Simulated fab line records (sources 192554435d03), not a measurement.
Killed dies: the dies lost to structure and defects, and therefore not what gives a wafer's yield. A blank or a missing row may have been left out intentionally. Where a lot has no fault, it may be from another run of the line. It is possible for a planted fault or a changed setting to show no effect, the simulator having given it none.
Which tool did it? + flow n5_finfet + 7 lots, 21 wafers sampled, at 5 steps of a route of 1938

## WHAT EACH GAUGE READ, for each wafer
N5_BEOL_M11_THK_MEAS_53: measures by xrf.
| lot  | measured     | on            | M11_THK (nm) |
|------|--------------|---------------|--------------|
| L182 | day 10 19:11 | film_metro-02 | 137 135 135  |
| L186 | day 11 22:49 | film_metro-01 | 145 141 139  |
| L190 | day 12 19:17 | film_metro-02 | 137 140 136  |
| L191 | day 13 01:05 | film_metro-02 | 139 137 139  |
| L194 | day 14 05:47 | film_metro-02 | 139 96 140   |
| L196 | day 14 16:29 | film_metro-02 | 97 139 140   |
| L198 | day 14 22:53 | film_metro-02 | 137 138 141  |

## EACH LOT AND THE TOOL THAT RAN IT (in order: tool; ch and the chambers of the sampled wafers; start)
| lot  | N5_BEOL_M11_ETCH_66                | N5_BEOL_M11_TRENCH_ETCH_37                    | N5_BEOL_M11_ECD_50             | N5_BEOL_M11_CMP_52            |
|------|------------------------------------|-----------------------------------------------|--------------------------------|-------------------------------|
| L182 | rie_diel-02 ch 0,2,3, day 10 14:43 | rie_diel-02 ch 0,2,3, day 10 18:19 or earlier | ecd_cu-02 ch 0,1, day 10 18:19 | cmp-03 ch 0,1,3, day 10 18:53 |
| L186 | rie_diel-06 ch 0,1,2, day 11 19:28 | rie_diel-06 ch 0,1,2, day 11 22:05 or earlier | ecd_cu-02 ch 0,1, day 11 22:05 | cmp-02 ch 0,2,3, day 11 22:32 |
| L190 | rie_diel-02 ch 1,2, day 12 16:52   | rie_diel-02 ch 1,2, day 12 18:29 or earlier   | ecd_cu-01 ch 0,1, day 12 18:29 | cmp-04 ch 0,1,2, day 12 19:01 |
| L191 | rie_diel-05 ch 0,1, day 12 20:11   | rie_diel-05 ch 0,1, day 13 00:07 or earlier   | ecd_cu-02 ch 0,1, day 13 00:07 | cmp-03 ch 0,2, day 13 00:49   |
| L194 | rie_diel-06 ch 0,3, day 14 03:10   | rie_diel-06 ch 0,3, day 14 04:52 or earlier   | ecd_cu-02 ch 0,1, day 14 04:52 | cmp-03 ch 1,2, day 14 05:31   |
| L196 | rie_diel-02 ch 0,2,3, day 14 12:44 | rie_diel-02 ch 0,2,3, day 14 14:52 or earlier | ecd_cu-02 ch 0,1, day 14 14:52 | cmp-04 ch 0,2,3, day 14 16:16 |
| L198 | rie_diel-06 ch 1,3, day 14 20:09   | rie_diel-06 ch 1,3, day 14 22:11 or earlier   | ecd_cu-01 ch 0, day 14 22:11   | cmp-04 ch 0,1,3, day 14 22:38 |
- N5_BEOL_M11_ETCH_66: etches SOC in N2/H2, target depth 120 nm, overetch 24 nm, time 180 s.
- N5_BEOL_M11_TRENCH_ETCH_37: etches SiCOH lowk in C4F6/O2, target depth 148.83 nm, time 48 s.
- N5_BEOL_M11_ECD_50: material Cu, target thk 318 nm.
- N5_BEOL_M11_CMP_52: polishes, stops on SiCOH lowk, t overpolish 7 s, target thk 140 nm.

## THE ANSWER, worked out from the rows above alone
Rule: usual is defined by the lots themselves. The widest of any qualifying gaps counts: lots, ordered by their means at a reading, are off when they make up no more than a third of the lots, leave a main group of 4 or more, and stand apart from it by 3 or more times the standard deviation of that group's means. A main group whose means are all the same, to the digits that the tables above print for the reading, isn't used. Also off: a lot with no number at a reading for which 4 or more lots have one. Any other lot the step has rows for is counted as sound.
Off: L194, L196, at N5_BEOL_M11_THK_MEAS_53 (M11_THK). The main group: mean 138 nm, standard deviation 1.9.
If a tool, at a process step before that reading, ran all the lots that are off and no sound lot after the first of them, it fits. The gauges at N5_BEOL_M11_THK_MEAS_53 are tried like those tools. Because N5_BEOL_M11_TRENCH_ETCH_37 lacks a start for some lots, the hours and order of its lots are taken from N5_BEOL_M11_ECD_50. One candidate fits, namely ecd_cu-02 at N5_BEOL_M11_ECD_50. Its last sound lot is L191 (day 13 00:07), its first lot that is off L194 (day 14 04:52): a fault that began between those two fits.

## WHAT THE SIMULATOR HAD PUT IN
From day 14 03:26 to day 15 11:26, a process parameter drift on ecd_cu-02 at N5_BEOL_M11_ECD_50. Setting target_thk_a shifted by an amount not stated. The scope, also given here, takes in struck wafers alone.
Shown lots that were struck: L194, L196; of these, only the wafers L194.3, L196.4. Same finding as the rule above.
